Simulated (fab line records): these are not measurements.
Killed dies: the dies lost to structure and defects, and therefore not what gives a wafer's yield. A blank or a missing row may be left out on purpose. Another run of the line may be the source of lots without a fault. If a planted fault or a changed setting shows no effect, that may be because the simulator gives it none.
The tool behind it: which one? -- flow n5 finfet -- Sampling: 12 lots, 36 wafers, 2 of 1938 route steps

== WHAT THE GAUGES READ, wafer by wafer ==
N5_BEOL_M3_CD_MEAS_18: pitch 36 nm, target cd 18 nm.
lot,measured,on,cd nm (nm)
L075,day 7 09:25,cd sem-03,18.2 18.2 18.5
L076,day 7 16:30,cd sem-03,17.2 17.8 18.1
L079,day 8 08:55,cd sem-02,17.8 18.2 18.2
L081,day 8 18:55,cd sem-03,18.2 18.1 17.4
L083,day 9 11:26,cd sem-03,18.4 18.5 18.2
L085,day 9 17:14,cd sem-02,18.0 17.8 17.8
L087,day 10 21:38,cd sem-03,18.1 17.8 18.0
L090,day 11 08:50,cd sem-01,18.2 18.8 18.2
L089,day 11 16:19,cd sem-02,18.0 18.1 17.6
L093,day 11 21:58,cd sem-02,18.2 17.7 17.8
L095,day 12 13:07,cd sem-03,17.9 17.9 17.9
L097,day 13 04:49,cd sem-01,18.0 18.3 17.9

== TOOL THAT RAN EACH LOT (tool first, then ch and the chambers of the sampled wafers, then the start) ==
lot,N5_BEOL_M3_HM_OPEN_17
L075,"rie metal-02 ch 0,1, day 7 09:13"
L076,"rie metal-01 ch 0,1, day 7 16:20"
L079,"rie metal-02 ch 0,1, day 8 08:43"
L081,"rie metal-03 ch 0,1, day 8 18:44"
L083,"rie metal-03 ch 0,1, day 9 11:11"
L085,"rie metal-01 ch 0,1, day 9 17:05"
L087,"rie metal-02 ch 0,1, day 10 21:27"
L090,"rie metal-03 ch 0,1, day 11 08:35"
L089,"rie metal-03 ch 0,1, day 11 16:06"
L093,"rie metal-01 ch 0,1, day 11 21:47"
L095,"rie metal-01 ch 0,1, day 12 12:57"
L097,"rie metal-03 ch 0,1, day 13 04:33"
- N5_BEOL_M3_HM_OPEN_17: chemistry Cl2/BCl3, target TiN, target depth 20 nm, overetch 6 nm.

== THE ANSWER, worked out from the rows above alone ==
Rule: what is usual is taken from the lots themselves. Put in order of their means at a reading, lots are off if they are a third of the lots or fewer, leave a main group of 4 or more, and stand apart from it by a gap of 3 or more times the standard deviation of the main group's means; of several such gaps the widest counts. Not used: any main group whose means are identical at the precision the tables above print for the reading. A lot without any number at a reading at which 4 lots or more have one is off too. Any other lot the step has rows for is counted as sound.
No lot is off at any reading shown: from this, nothing can be told.

== WHAT THE SIMULATOR HAD INSERTED ==
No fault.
